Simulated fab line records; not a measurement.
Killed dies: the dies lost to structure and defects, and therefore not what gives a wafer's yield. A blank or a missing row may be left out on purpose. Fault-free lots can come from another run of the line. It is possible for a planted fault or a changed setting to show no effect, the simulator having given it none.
Split-lot study || flow n5_finfet || on a route of 1938 steps: 7 lots, 21 wafers read

== SPLIT DETAILS ==
At N5_MOL_CONTACT_COAG_COAT_103 (time 60 s, resist thk 80 nm), the setting spin_rpm was moved away from the recipe's 1500 rpm on 9 of the 21 wafers read, by -5.1% to +9.1%. This setting was run at the recipe's value on the other wafers.

== FROM THE SPLIT TO THE READING: what the file shows between them, 9 steps ==
- N5_MOL_CONTACT_COAG_COAT_104: time 60 s, resist thk 12 nm
- N5_MOL_CONTACT_COAG_COAT_58: time 60 s, resist thk 10 nm
- N5_MOL_CONTACT_COAG_ETCH_59: etches underlayer in N2/H2, target depth 13 nm, time 10.4 s
- N5_MOL_CONTACT_COAG_ETCH_105: etches SiARC in CF4, target depth 15.6 nm, time 26 s
- N5_MOL_CONTACT_COAG_ETCH_106: etches SOC in N2/H2, target depth 80 nm, overetch 16 nm, time 120 s
- N5_MOL_CONTACT_COAG_STRIP_107: strips in N2/H2
- N5_MOL_CONTACT_COAG_STRIP_108: strips in N2/H2
- N5_MOL_CONTACT_COAG_CONTACT_ETCH_14: etches SiO2 in C4F6/O2, target depth 27.5 nm, overetch 8.5 nm, time 20 s
- N5_MOL_CONTACT_COAG_STRIP_109: strips in C4F6/O2

== THE READING ==
SOC_of_MOL_CONTACT_COAG_COAT_103.thk_nm (the simulator's own value, which no gauge read), in nm, at N5_MOL_CONTACT_COAG_ETCH_15 (etches SiNx in CH3F/O2, stops on Si:P, target depth 7 nm). No usual value for it is given in the file. Across the 12 wafers here that went through the recipe, the average is 75.2 nm and the standard deviation 0.22 nm.

{"wafer": "L074.2", "tool, chamber at the split": "litho_track-03, 0", "spin_rpm as run, rpm": 1500, "against the recipe": "recipe", "SOC_of_MOL_CONTACT_COAG_COAT_103.thk_nm, nm": 75.4, "against lot-mates on the recipe": "-"}
{"wafer": "L074.3", "tool, chamber at the split": "litho_track-03, 0", "spin_rpm as run, rpm": 1453, "against the recipe": "-3.1%", "SOC_of_MOL_CONTACT_COAG_COAT_103.thk_nm, nm": 76.4, "against lot-mates on the recipe": "+1.0"}
{"wafer": "L074.6", "tool, chamber at the split": "litho_track-03, 0", "spin_rpm as run, rpm": 1453, "against the recipe": "-3.1%", "SOC_of_MOL_CONTACT_COAG_COAT_103.thk_nm, nm": 76, "against lot-mates on the recipe": "+0.6"}
{"wafer": "L076.1", "tool, chamber at the split": "litho_track-02, 0", "spin_rpm as run, rpm": 1500, "against the recipe": "recipe", "SOC_of_MOL_CONTACT_COAG_COAT_103.thk_nm, nm": 75.2, "against lot-mates on the recipe": "-"}
{"wafer": "L076.3", "tool, chamber at the split": "litho_track-02, 0", "spin_rpm as run, rpm": 1500, "against the recipe": "recipe", "SOC_of_MOL_CONTACT_COAG_COAT_103.thk_nm, nm": 75.6, "against lot-mates on the recipe": "-"}
{"wafer": "L076.5", "tool, chamber at the split": "litho_track-02, 0", "spin_rpm as run, rpm": 1544, "against the recipe": "+2.9%", "SOC_of_MOL_CONTACT_COAG_COAT_103.thk_nm, nm": 74.2, "against lot-mates on the recipe": -1.2}
{"wafer": "L077.1", "tool, chamber at the split": "litho_track-03, 0", "spin_rpm as run, rpm": 1500, "against the recipe": "recipe", "SOC_of_MOL_CONTACT_COAG_COAT_103.thk_nm, nm": 75.4, "against lot-mates on the recipe": "-"}
{"wafer": "L077.3", "tool, chamber at the split": "litho_track-03, 0", "spin_rpm as run, rpm": 1586, "against the recipe": "+5.7%", "SOC_of_MOL_CONTACT_COAG_COAT_103.thk_nm, nm": 73, "against lot-mates on the recipe": -2.4}
{"wafer": "L077.5", "tool, chamber at the split": "litho_track-03, 0", "spin_rpm as run, rpm": 1586, "against the recipe": "+5.7%", "SOC_of_MOL_CONTACT_COAG_COAT_103.thk_nm, nm": 72.4, "against lot-mates on the recipe": -3.0}
{"wafer": "L087.3", "tool, chamber at the split": "litho_track-03, 0", "spin_rpm as run, rpm": 1500, "against the recipe": "recipe", "SOC_of_MOL_CONTACT_COAG_COAT_103.thk_nm, nm": 75.2, "against lot-mates on the recipe": "-"}
{"wafer": "L087.4", "tool, chamber at the split": "litho_track-03, 0", "spin_rpm as run, rpm": 1500, "against the recipe": "recipe", "SOC_of_MOL_CONTACT_COAG_COAT_103.thk_nm, nm": 75.4, "against lot-mates on the recipe": "-"}
{"wafer": "L087.6", "tool, chamber at the split": "litho_track-03, 0", "spin_rpm as run, rpm": 1500, "against the recipe": "recipe", "SOC_of_MOL_CONTACT_COAG_COAT_103.thk_nm, nm": 75, "against lot-mates on the recipe": "-"}
{"wafer": "L089.2", "tool, chamber at the split": "litho_track-05, 0", "spin_rpm as run, rpm": 1500, "against the recipe": "recipe", "SOC_of_MOL_CONTACT_COAG_COAT_103.thk_nm, nm": 74.8, "against lot-mates on the recipe": "-"}
{"wafer": "L089.4", "tool, chamber at the split": "litho_track-05, 0", "spin_rpm as run, rpm": 1446, "against the recipe": "-3.6%", "SOC_of_MOL_CONTACT_COAG_COAT_103.thk_nm, nm": 76.6, "against lot-mates on the recipe": "+1.7"}
{"wafer": "L089.6", "tool, chamber at the split": "litho_track-05, 0", "spin_rpm as run, rpm": 1500, "against the recipe": "recipe", "SOC_of_MOL_CONTACT_COAG_COAT_103.thk_nm, nm": 75, "against lot-mates on the recipe": "-"}
{"wafer": "L090.2", "tool, chamber at the split": "litho_track-02, 0", "spin_rpm as run, rpm": 1500, "against the recipe": "recipe", "SOC_of_MOL_CONTACT_COAG_COAT_103.thk_nm, nm": 75.2, "against lot-mates on the recipe": "-"}
{"wafer": "L090.4", "tool, chamber at the split": "litho_track-02, 0", "spin_rpm as run, rpm": 1637, "against the recipe": "+9.1%", "SOC_of_MOL_CONTACT_COAG_COAT_103.thk_nm, nm": 71.4, "against lot-mates on the recipe": -3.7}
{"wafer": "L090.5", "tool, chamber at the split": "litho_track-02, 0", "spin_rpm as run, rpm": 1500, "against the recipe": "recipe", "SOC_of_MOL_CONTACT_COAG_COAT_103.thk_nm, nm": 75, "against lot-mates on the recipe": "-"}
{"wafer": "L091.1", "tool, chamber at the split": "litho_track-03, 0", "spin_rpm as run, rpm": 1423, "against the recipe": "-5.1%", "SOC_of_MOL_CONTACT_COAG_COAT_103.thk_nm, nm": 77.6, "against lot-mates on the recipe": "+2.6"}
{"wafer": "L091.2", "tool, chamber at the split": "litho_track-03, 0", "spin_rpm as run, rpm": 1500, "against the recipe": "recipe", "SOC_of_MOL_CONTACT_COAG_COAT_103.thk_nm, nm": 75, "against lot-mates on the recipe": "-"}
{"wafer": "L091.3", "tool, chamber at the split": "litho_track-03, 0", "spin_rpm as run, rpm": 1423, "against the recipe": "-5.1%", "SOC_of_MOL_CONTACT_COAG_COAT_103.thk_nm, nm": 77, "against lot-mates on the recipe": "+2.0"}

FIT RESULTS
A straight line over all 21 wafers: SOC_of_MOL_CONTACT_COAG_COAT_103.thk_nm changes by -0.407 nm for each +1% of spin_rpm; r = -0.98; the points scatter about the line by 0.26 nm.
The same after taking each lot's own level away (the mean of its wafers on the recipe; 21 wafers): -0.423 nm for each +1%; r = -0.98; scatter 0.27 nm.
That fit puts the effect of the largest move of spin_rpm on the reading at 3.9 nm.
Across the lots, their own levels run from 74.90 to 75.40 nm, a range of 2.2 times the standard deviation given above.
Hence the lot-to-lot level has little effect on the slope; both slopes agree.
Check: with one of the wafers moved furthest among these (+9.1%) left out of the fit, the line predicts -4.04 nm for it against its lot-mates. It came out at -3.7 nm against them.

== THE WHOLE CHAIN: every reading that the file lists as answering this split, in the file's order ==
{"step": "N5_MOL_CONTACT_COAG_COAT_103", "what it does": "time 60 s, resist thk 80 nm", "reading": "SOC_of_MOL_CONTACT_COAG_COAT_103.thk_nm (the simulator's own value, which no gauge read)", "change (the file's fit)": "-0.382 nm for each +1% of the setting", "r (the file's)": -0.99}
{"step": "N5_MOL_CONTACT_COAG_ETCH_106", "what it does": "etches SOC in N2/H2, target depth 80 nm, overetch 16 nm, time 120 s", "reading": "etch.depth_nm (the simulator's own value, which no gauge read)", "change (the file's fit)": "-0.386 nm for each +1% of the setting", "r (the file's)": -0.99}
{"step": "N5_MOL_CONTACT_COAG_CONTACT_ETCH_14", "what it does": "etches SiO2 in C4F6/O2, target depth 27.5 nm, overetch 8.5 nm, time 20 s", "reading": "SOC_of_MOL_CONTACT_COAG_COAT_103.thk_nm (the simulator's own value, which no gauge read)", "change (the file's fit)": "-0.4 nm for each +1% of the setting", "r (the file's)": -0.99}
{"step": "N5_MOL_CONTACT_COAG_ETCH_15", "what it does": "etches SiNx in CH3F/O2, stops on Si:P, target depth 7 nm", "reading": "SOC_of_MOL_CONTACT_COAG_COAT_103.thk_nm (the simulator's own value, which no gauge read)", "change (the file's fit)": "-0.421 nm for each +1% of the setting", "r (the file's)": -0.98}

== FILE'S OWN FIT ==
SOC_of_MOL_CONTACT_COAG_COAT_103.thk_nm changes by -0.421 nm for each +1% of spin_rpm, r = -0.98.
